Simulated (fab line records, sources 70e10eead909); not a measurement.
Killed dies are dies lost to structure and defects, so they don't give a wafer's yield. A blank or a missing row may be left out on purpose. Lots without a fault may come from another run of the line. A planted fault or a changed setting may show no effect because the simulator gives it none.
A struck lot beside a sound one | flow nand_harc | 44 steps out of a route of 1302
Sound: wafers L364.2, L364.3, L364.5. Struck: wafers L374.4, L374.5, L374.6. The cause comes at the end.
At each step with rows: each side's tool, then ch and its chambers, then its first start. Under that, the readings that differ: sound wafers | struck wafers | difference of the means | sigmas: that difference in standard deviations of wafers without a fault.
alike: readings whose means differ by less than 2 such deviations, and words and numbers that are the same on both sides. not compared: withheld readings, readings that some wafer has no value for, bounds like >300 that may hide the same value, and numbers for which the record gives no deviation and whose values overlap.
The two part at a step that has a row with sigmas, a row that says differs or no value, or rows on one side only. Numbers that don't overlap but have no deviation are shown without sigmas and don't part them. A reading that every wafer of one side lacks parts them only if that side has two wafers or more.

first, 7 steps without rows for these wafers: NHARC_A_CONTACT_COAT_35 (time 65 s); NHARC_A_CONTACT_COAT_36 (resist thk 90 nm); NHARC_A_CONTACT_SOFTBAKE_37 (time 55 s); NHARC_A_CONTACT_EBR_38; NHARC_A_CONTACT_EXPOSE_39 (exposes mask A CC 3); NHARC_A_CONTACT_PEB_40 (peb time 65 s); NHARC_A_CONTACT_DEVELOP_41 (develop time 35 s).
NHARC_A_CONTACT_CD_MEAS_42: target cd 300 nm.
  sound on cd_sem-03 ch 0, day 24 04:05; struck on cd_sem-02 ch 0, day 27 20:20
  alike: cd_nm
NHARC_A_CONTACT_OVL_MEAS_43:
  sound on overlay-02, day 24 04:11; struck on overlay-01, day 27 20:25
  reading           | sound          | struck      | difference | sigmas
  overlay_x_nm (nm) | -0.5 -0.7 -0.5 | 1.4 1.4 1.4 | +2.0       | +2
  alike: overlay_y_nm
NHARC_A_CONTACT_INSPECT_44:
  sound on defect_inspect-02, day 24 04:13; struck on defect_inspect-01, day 27 20:27
  reading          | sound    | struck      | difference | sigmas
  raw_defect_count | 27 25 29 | 153 138 126 | +112       | +3
then, 2 steps without rows for these wafers: NHARC_A_CONTACT_DESCUM_47 (chemistry O2, time 3 s); NHARC_A_CONTACT_ETCH_48 (etches the open film in CF4, target depth 39 nm, time 65 s).
NHARC_A_CONTACT_ETCH_49: etches the open film in N2/H2, target depth 260 nm, time 475.3 s.
  sound on rie_diel-09 ch 0,2, day 24 04:29; struck on rie_diel-09 ch 2,3, day 27 20:43
  alike: drypump_motor_current_A, oes_product_au, rf_vpp_V, showerhead_plenum_p_Torr, throttle_valve_pct
  not compared: rf_hours_counter_h
then, 5 steps without rows for these wafers: NHARC_A_CONTACT_ETCH_50 (etches the open film in CF4/CHF3, target depth 121 nm, time 60.5 s); NHARC_A_CONTACT_ETCH_51 (etches the open film in O2/COS, target depth 7000 nm, time 1820 s); NHARC_A_CONTACT_ETCH_111 (etches the open film in C4F8/O2/Ar, time 140 s, target depth 700 nm); NHARC_A_CONTACT_ETCH_112 (etches the open film in C4F8/O2/Ar, time 190 s, target depth 1850 nm); NHARC_A_CONTACT_ETCH_113 (etches the open film in C4F8/O2/Ar, time 190 s, target depth 1850 nm).
NHARC_A_CONTACT_ETCH_114: etches the open film in C4F8/O2/Ar, time 190 s, target depth 1850 nm.
  sound on har_cap_etch-01 ch 0,1, day 24 06:38; struck on har_cap_etch-01 ch 0,1, day 27 22:58
  not compared: rf_hours_counter_h
then, 1 step without rows for these wafers: NHARC_A_CONTACT_ETCH_115 (etches the open film in C4F8/O2/Ar, time 190 s, target depth 1850 nm).
NHARC_A_CONTACT_ETCH_116: etches the open film in C4F8/O2/Ar, time 190 s, target depth 1850 nm.
  sound on har_cap_etch-01 ch 0,1, day 24 06:59; struck on har_cap_etch-01 ch 0,1, day 27 23:19
  not compared: rf_hours_counter_h
then, 6 steps without rows for these wafers: NHARC_A_CONTACT_ETCH_117 (etches the open film in C4F8/O2/Ar, time 190 s, target depth 1850 nm); NHARC_A_CONTACT_ETCH_118 (etches the open film in C4F8/O2/Ar, time 190 s, target depth 1850 nm); NHARC_A_CONTACT_ETCH_119 (etches the open film in C4F8/O2/Ar, time 190 s, target depth 1850 nm); NHARC_A_CONTACT_ETCH_120 (etches the open film in C4F8/O2/Ar, time 190 s, target depth 1850 nm); NHARC_A_CONTACT_ETCH_121 (etches the open film in C4F8/O2/Ar, time 190 s, target depth 1850 nm); NHARC_A_CONTACT_ETCH_122 (etches the open film in C4F8/O2/Ar, time 190 s, target depth 1850 nm).
NHARC_A_CONTACT_ETCH_123: etches the open film in C4F8/O2/Ar, time 490 s, target depth 2110 nm.
  sound on har_cap_etch-01 ch 0,1, day 24 08:10; struck on har_cap_etch-01 ch 0,1, day 28 00:41
  not compared: rf_hours_counter_h
NHARC_A_CONTACT_ETCH_90: etches the open film in CH3F/O2, target depth 40 nm, time 85.7 s.
  sound on rie_diel-09 ch 0,1,2, day 24 09:10; struck on rie_diel-09 ch 1,2,3, day 28 01:26
  alike: drypump_motor_current_A, oes_product_au, rf_vpp_V, showerhead_plenum_p_Torr, throttle_valve_pct
  not compared: rf_hours_counter_h
then, 1 step without rows for these wafers: NHARC_A_CONTACT_ETCH_96 (etches the open film in C4F6/O2, target depth 20 nm, time 10 s).
NHARC_A_CONTACT_CD_MEAS_53:
  sound on cd_sem-02, day 24 09:22; struck on cd_sem-03, day 28 01:37
  alike: cd_nm
then, 3 steps without rows for these wafers: NHARC_A_CONTACT_STRIP_99 (strips in N2/H2); NHARC_A_CONTACT_STRIP_100 (strips in CF4/CHF3); NHARC_A_CONTACT_STRIP_101 (strips in O2/COS).
NHARC_A_CONTACT_ETCH_102: etches the open film in CF4/O2, target depth 100 nm, overetch 10 nm, time 55 s.
  sound on rie_diel-09 ch 0,1,3, day 24 09:40; struck on rie_diel-09 ch 1,2,3, day 28 01:55
  alike: drypump_motor_current_A, oes_product_au, rf_vpp_V, showerhead_plenum_p_Torr, throttle_valve_pct
  not compared: rf_hours_counter_h
then, 7 steps without rows for these wafers: NHARC_A_CONTACT_STRIP_55 (strips in O2); NHARC_A_CONTACT_STRIP_56 (strips in post etch residue remover, time 600 s); NHARC_A_CONTACT_DEP_57 (deposits aC, target thk 5300 nm); NHARC_A_CONTACT_DEP_58 (deposits SiON, target thk 90 nm); NHARC_A_CONTACT_DEHYDRATE_59 (time 120 s); NHARC_A_CONTACT_HMDS_60 (time 30 s); NHARC_A_CONTACT_COAT_61 (time 75 s).
NHARC_A_CONTACT_DESCUM_74: chemistry O2, time 3 s.
  sound on rie_diel-09 ch 0,1, day 24 21:34; struck on rie_diel-09 ch 2,3, day 28 11:48
  reading | sound | struck                                                                     | difference                   | sigmas
  hold    | - - - | await_dispo/4.4h/release await_dispo/4.4h/release await_dispo/4.4h/release | no value on the sound wafers |
  alike: drypump_motor_current_A, oes_product_au, rf_vpp_V, showerhead_plenum_p_Torr, throttle_valve_pct
  not compared: rf_hours_counter_h
-- the record jumps here: 3 days lie between the struck wafers' starts before and after (it left off in module A_CONTACT and takes up again in module END, whose first step shown is number 1302 of the route) --
NHARC_END_SORT_01:
  sound on prober-02 ch 0, day 27 09:46; struck on prober-02 ch 0, day 31 20:13
  reading         | sound    | struck     | difference | sigmas
  killed_at_array | 30 31 25 | 128 157 93 | +97        | +5
  killed_dies     | 33 32 26 | 132 161 94 | +99        | +5
  alike: killed_at_other, killed_at_periphery, killed_open, killed_short

WHERE THEY PART
First at NHARC_A_CONTACT_OVL_MEAS_43; last, within this record, at NHARC_END_SORT_01.

WHY: what the simulator had put in
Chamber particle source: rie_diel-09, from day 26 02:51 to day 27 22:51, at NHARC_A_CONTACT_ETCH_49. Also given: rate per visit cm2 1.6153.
